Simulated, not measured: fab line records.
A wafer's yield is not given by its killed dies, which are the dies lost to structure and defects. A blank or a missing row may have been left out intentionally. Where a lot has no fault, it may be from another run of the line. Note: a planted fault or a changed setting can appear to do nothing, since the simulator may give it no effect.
A struck lot beside a sound one	flow n5_finfet	15 out of 1938 route steps
Sound: these wafers, L148.1, L148.2, L148.4. Struck: wafer L149.4. (L149.3, L149.6 of the same lot were not struck and are left out.) The cause comes at the end.
Per side, at each step with rows, come the tool, then ch with its chambers, and then its first start. Under that, the readings that differ: sound wafers	struck wafers	difference of the means	sigmas: that difference in standard deviations of wafers without a fault.
alike: readings whose means differ by less than 2 such deviations, and words and numbers that are the same on both sides. not compared: withheld readings, readings that some wafer has no value for, bounds like >300 that may hide the same value, and numbers for which the record gives no deviation and whose values overlap.
The two part at a step that has a row with sigmas, a row that says differs or no value, or rows on one side only. Numbers that have no deviation but don't overlap get no sigmas and don't part them. A reading missing from all wafers of one side parts the sides only when that side holds two or more wafers.

first, 3 steps without rows for these wafers: N5_HKMG_FIN_STRIP_33 (strips in N2/H2); N5_HKMG_FIN_STRIP_34 (strips in CF4); N5_HKMG_FIN_ETCH_35 (etches SOC in N2/H2, target depth 215.8 nm, time 243.4 s).
N5_HKMG_FIN_STRIP_92: strips SOC in N2/H2, time 20 s.
  sound on rie_diel-04 ch 0,1,2, day 4 23:02; struck on rie_diel-01 ch 1, day 5 09:11
reading	sound	struck	difference	sigmas
rf_vpp_V (V)	52.9 54.2 53.5	55.6	+2.1	+3
  alike: drypump_motor_current_A, oes_product_au, showerhead_plenum_p_Torr, throttle_valve_pct
  not compared: rf_hours_counter_h
then, 1 step without rows for these wafers: N5_HKMG_FIN_WET_ETCH_18 (etches TiN in SC1, time 55 s, target depth 5.2 nm, rinse time 30 s).
N5_HKMG_FIN_STRIP_19: strips in N2/H2, time 360 s.
  sound on plasma_asher-01 ch 0,1, day 4 23:10; struck on plasma_asher-02 ch 1, day 5 09:28
  alike: drypump_motor_current_A, heater_power_w
  not compared: rf_hours_counter_h
then, 2 steps without rows for these wafers: N5_HKMG_FIN_ALD_91 (deposits TiN, target thk 1 nm, pulse time 1 s, purge time 3 s); N5_HKMG_FIN_COAT_85 (time 60 s, resist thk 300 nm).
N5_HKMG_FIN_ETCH_86: etches SOC in N2/H2, stops on TiN, target depth 393.2 nm.
  sound on rie_diel-02 ch 0,1,2, day 5 00:02; struck on rie_diel-04 ch 3, day 5 10:04
reading	sound	struck	difference	sigmas
showerhead_plenum_p_Torr (Torr)	2.55 2.64 2.65	2.45	-0.16	-2
  alike: drypump_motor_current_A, oes_product_au, rf_vpp_V, throttle_valve_pct
  not compared: rf_hours_counter_h
then, 2 steps without rows for these wafers: N5_HKMG_FIN_STRIP_89 (strips SOC in N2/H2, time 20 s); N5_HKMG_FIN_WET_ETCH_87 (etches TiN in SC1, time 154.2 s, target depth 4.7 nm, rinse time 30 s).
N5_HKMG_FIN_STRIP_88: strips in N2/H2, time 360 s.
  sound on plasma_asher-02 ch 0,1, day 5 00:17; struck on plasma_asher-01 ch 1, day 5 10:26
  alike: drypump_motor_current_A, heater_power_w
  not compared: rf_hours_counter_h
N5_HKMG_FIN_NWFM_ALD_20: deposits TiAlC, target thk 2 nm, pulse time 3 s, purge time 2 s.
  sound on ald_metal-02 ch 0,2,3, day 5 00:40; struck on ald_metal-02 ch 1, day 5 10:43
reading	sound	struck	difference	sigmas
co_reactant_pulse_time_s (s)	10 10 10	10.861	+0.861	
  alike: heater_power_w, precursor_pulse_height_rel
N5_HKMG_FIN_ALD_71: deposits TiN, target thk 1 nm, pulse time 1 s, purge time 3 s.
  sound on ald_metal-02 ch 0,2,3, day 5 00:46; struck on ald_metal-02 ch 1, day 5 10:49
reading	sound	struck	difference	sigmas
precursor_pulse_height_rel	0.982 0.997 0.973	1.035	+0.051	+3
  alike: heater_power_w
  not compared: co_reactant_pulse_time_s
-- record jumps: 4 days separate the struck wafers' starts on either side; left off in module HKMG_FIN, taken up again in module BEOL_M4, whose first shown step is the route's number 1111 --
N5_BEOL_M4_RC_MEAS_101:
  sound on prober-01 ch 0, day 8 23:10; struck on prober-02 ch 0, day 9 22:16
  alike: DIBL_N, DIBL_P, IOFF_N, IOFF_P, ION_N, ION_P, SS_N, SS_P, VT_N, VT_P

== WHERE THEY PART ==
Last at N5_HKMG_FIN_ALD_71 as far as this record goes, first at N5_HKMG_FIN_STRIP_92. Later steps at which nothing parts them and some readings are alike: N5_BEOL_M4_RC_MEAS_101.

WHY: what had been put in by the simulator
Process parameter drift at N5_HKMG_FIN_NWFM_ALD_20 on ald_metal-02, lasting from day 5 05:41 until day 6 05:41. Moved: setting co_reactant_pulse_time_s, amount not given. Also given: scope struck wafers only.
